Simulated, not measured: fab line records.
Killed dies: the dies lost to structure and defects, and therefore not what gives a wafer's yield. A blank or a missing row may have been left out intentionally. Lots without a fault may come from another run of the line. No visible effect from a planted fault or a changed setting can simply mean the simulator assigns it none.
Split-lot experiment || flow n5-finfet || 21 wafers read across 7 lots, on a route 1938 steps long

== SPLIT DETAILS ==
At N5_GATE_CUT_EXPOSE_10 (exposes mask GATE CUT, target cd 20 nm), the setting dose-mj was moved away from the recipe's 43.25 on 7 of the 21 wafers read, by -7.1% to +6.5%. All remaining wafers had this setting at the recipe value.

== FROM THE SPLIT TO THE READING: what the file shows between them, 2 steps ==
- N5_GATE_CUT_PEB_11: peb time 60 s
- N5_GATE_CUT_DEVELOP_12: develop time 30 s

== THE READING ==
At N5_GATE_CUT_CD_MEAS_13: cd-nm in nanometres, against a target cd of 20 nm. A value of 19.98 nm with a standard deviation of 0.23 nm is what fault-free wafers of this fab line usually give.

{"wafer": "L075.1", "tool, chamber at the split": "euv-scanner-01, 0", "dose-mj as run": 43.25, "against the recipe": "recipe", "cd-nm, nm": 19.72, "against lot-mates on the recipe": "-"}
{"wafer": "L075.2", "tool, chamber at the split": "euv-scanner-01, 0", "dose-mj as run": 43.25, "against the recipe": "recipe", "cd-nm, nm": 20.04, "against lot-mates on the recipe": "-"}
{"wafer": "L075.3", "tool, chamber at the split": "euv-scanner-01, 0", "dose-mj as run": 43.25, "against the recipe": "recipe", "cd-nm, nm": 19.61, "against lot-mates on the recipe": "-"}
{"wafer": "L077.1", "tool, chamber at the split": "euv-scanner-02, 0", "dose-mj as run": 43.25, "against the recipe": "recipe", "cd-nm, nm": 20.31, "against lot-mates on the recipe": "-"}
{"wafer": "L077.2", "tool, chamber at the split": "euv-scanner-02, 0", "dose-mj as run": 45.58, "against the recipe": "+5.4%", "cd-nm, nm": 20.64, "against lot-mates on the recipe": "+0.55"}
{"wafer": "L077.5", "tool, chamber at the split": "euv-scanner-02, 0", "dose-mj as run": 43.25, "against the recipe": "recipe", "cd-nm, nm": 19.86, "against lot-mates on the recipe": "-"}
{"wafer": "L085.1", "tool, chamber at the split": "euv-scanner-02, 0", "dose-mj as run": 40.18, "against the recipe": "-7.1%", "cd-nm, nm": 18.39, "against lot-mates on the recipe": -1.57}
{"wafer": "L085.3", "tool, chamber at the split": "euv-scanner-02, 0", "dose-mj as run": 43.25, "against the recipe": "recipe", "cd-nm, nm": 19.96, "against lot-mates on the recipe": "-"}
{"wafer": "L085.4", "tool, chamber at the split": "euv-scanner-02, 0", "dose-mj as run": 40.18, "against the recipe": "-7.1%", "cd-nm, nm": 18.18, "against lot-mates on the recipe": -1.78}
{"wafer": "L088.2", "tool, chamber at the split": "euv-scanner-01, 0", "dose-mj as run": 46.05, "against the recipe": "+6.5%", "cd-nm, nm": 21.51, "against lot-mates on the recipe": "+1.55"}
{"wafer": "L088.3", "tool, chamber at the split": "euv-scanner-01, 0", "dose-mj as run": 43.25, "against the recipe": "recipe", "cd-nm, nm": 19.96, "against lot-mates on the recipe": "-"}
{"wafer": "L088.6", "tool, chamber at the split": "euv-scanner-01, 0", "dose-mj as run": 46.05, "against the recipe": "+6.5%", "cd-nm, nm": 21.58, "against lot-mates on the recipe": "+1.62"}
{"wafer": "L091.2", "tool, chamber at the split": "euv-scanner-02, 0", "dose-mj as run": 43.25, "against the recipe": "recipe", "cd-nm, nm": 19.89, "against lot-mates on the recipe": "-"}
{"wafer": "L091.3", "tool, chamber at the split": "euv-scanner-02, 0", "dose-mj as run": 43.25, "against the recipe": "recipe", "cd-nm, nm": 20.03, "against lot-mates on the recipe": "-"}
{"wafer": "L091.6", "tool, chamber at the split": "euv-scanner-02, 0", "dose-mj as run": 43.25, "against the recipe": "recipe", "cd-nm, nm": 19.83, "against lot-mates on the recipe": "-"}
{"wafer": "L092.1", "tool, chamber at the split": "euv-scanner-02, 0", "dose-mj as run": 43.25, "against the recipe": "recipe", "cd-nm, nm": 20.07, "against lot-mates on the recipe": "-"}
{"wafer": "L092.3", "tool, chamber at the split": "euv-scanner-02, 0", "dose-mj as run": 43.25, "against the recipe": "recipe", "cd-nm, nm": 19.98, "against lot-mates on the recipe": "-"}
{"wafer": "L092.4", "tool, chamber at the split": "euv-scanner-02, 0", "dose-mj as run": 43.25, "against the recipe": "recipe", "cd-nm, nm": 20.47, "against lot-mates on the recipe": "-"}
{"wafer": "L097.2", "tool, chamber at the split": "euv-scanner-02, 0", "dose-mj as run": 40.76, "against the recipe": "-5.8%", "cd-nm, nm": 18.48, "against lot-mates on the recipe": -1.47}
{"wafer": "L097.5", "tool, chamber at the split": "euv-scanner-02, 0", "dose-mj as run": 40.76, "against the recipe": "-5.8%", "cd-nm, nm": 18.37, "against lot-mates on the recipe": -1.58}
{"wafer": "L097.6", "tool, chamber at the split": "euv-scanner-02, 0", "dose-mj as run": 43.25, "against the recipe": "recipe", "cd-nm, nm": 19.95, "against lot-mates on the recipe": "-"}

THE FIT
A straight line over all 21 wafers: cd-nm changes by +0.234 nm for each +1% of dose-mj; r = +0.97; the points scatter about the line by 0.24 nm.
The same after taking each lot's own level away (the mean of its wafers on the recipe; 21 wafers): +0.23 nm for each +1%; r = +0.97; scatter 0.22 nm.
The reading moves by 1.6 nm for the largest change in dose-mj, on that fit.
From 19.790 to 20.173 nm: that is the span of the lots' own levels, equal to 1.7 times the standard deviation above.
Consequently the slope shifts little with the lot-to-lot level, the two slopes agreeing.
Check: with one of the wafers moved furthest among these (-7.1%) left out of the fit, the line predicts -1.71 nm for it against its lot-mates. It came out at -1.57 nm against them.

== OTHER SPLITS ON THESE WAFERS ==
These wafers also went through other splits before the reading. Each is held against what the fit with the lots' levels taken away leaves over:
{"other split on the same wafers": "N5_HKMG_FIN_ETCH_55 time-s", "wafers away from the commonest value": 8, "r with cd-nm (lot level and that fit taken away)": -0.06}
{"other split on the same wafers": "N5_HKMG_FIN_ETCH_58 source-w", "wafers away from the commonest value": 6, "r with cd-nm (lot level and that fit taken away)": -0.06}
{"other split on the same wafers": "N5_HKMG_FIN_ETCH_35 time-s", "wafers away from the commonest value": 8, "r with cd-nm (lot level and that fit taken away)": -0.11}
{"other split on the same wafers": "N5_HKMG_FIN_COAT_85 spin-rpm", "wafers away from the commonest value": 7, "r with cd-nm (lot level and that fit taken away)": -0.16}
{"other split on the same wafers": "N5_GATE_CUT_HM_DEP_46 time-s", "wafers away from the commonest value": 6, "r with cd-nm (lot level and that fit taken away)": -0.02}

== THE WHOLE CHAIN: every reading that the file lists as answering this split, in the file's order ==
{"step": "N5_GATE_CUT_CD_MEAS_13", "what it does": "target cd 20 nm", "reading": "cd-nm", "change (the file's fit)": "+0.22 nm for each +1% of the setting", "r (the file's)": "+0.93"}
{"step": "N5_GATE_CUT_DESCUM_18", "what it does": "chemistry O2, time 7 s", "reading": "GATE_CUT.cd-nm (the simulator's own value, which no gauge read)", "change (the file's fit)": "+0.24 nm for each +1% of the setting", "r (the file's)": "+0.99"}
{"step": "N5_GATE_CUT_ETCH_28", "what it does": "etches underlayer in N2/H2, target depth 13 nm, time 10.4 s", "reading": "GATE_CUT.cd-nm (the simulator's own value, which no gauge read)", "change (the file's fit)": "+0.235 nm for each +1% of the setting", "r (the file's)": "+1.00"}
{"step": "N5_GATE_CUT_ETCH_19", "what it does": "etches SiNx in CH3F/O2, target depth 53.7 nm, time 76.7 s", "reading": "GATE_CUT.cd-nm (the simulator's own value, which no gauge read)", "change (the file's fit)": "+0.22 nm for each +1% of the setting", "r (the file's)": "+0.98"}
{"step": "N5_GATE_CUT_ETCH_47", "what it does": "etches SiO2 in Cl2/BCl3, target depth 10 nm", "reading": "GATE_CUT.cd-nm (the simulator's own value, which no gauge read)", "change (the file's fit)": "+0.193 nm for each +1% of the setting", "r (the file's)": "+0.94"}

== THE FILE'S OWN FIT ==
cd-nm changes by +0.22 nm for each +1% of dose-mj, r = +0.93.
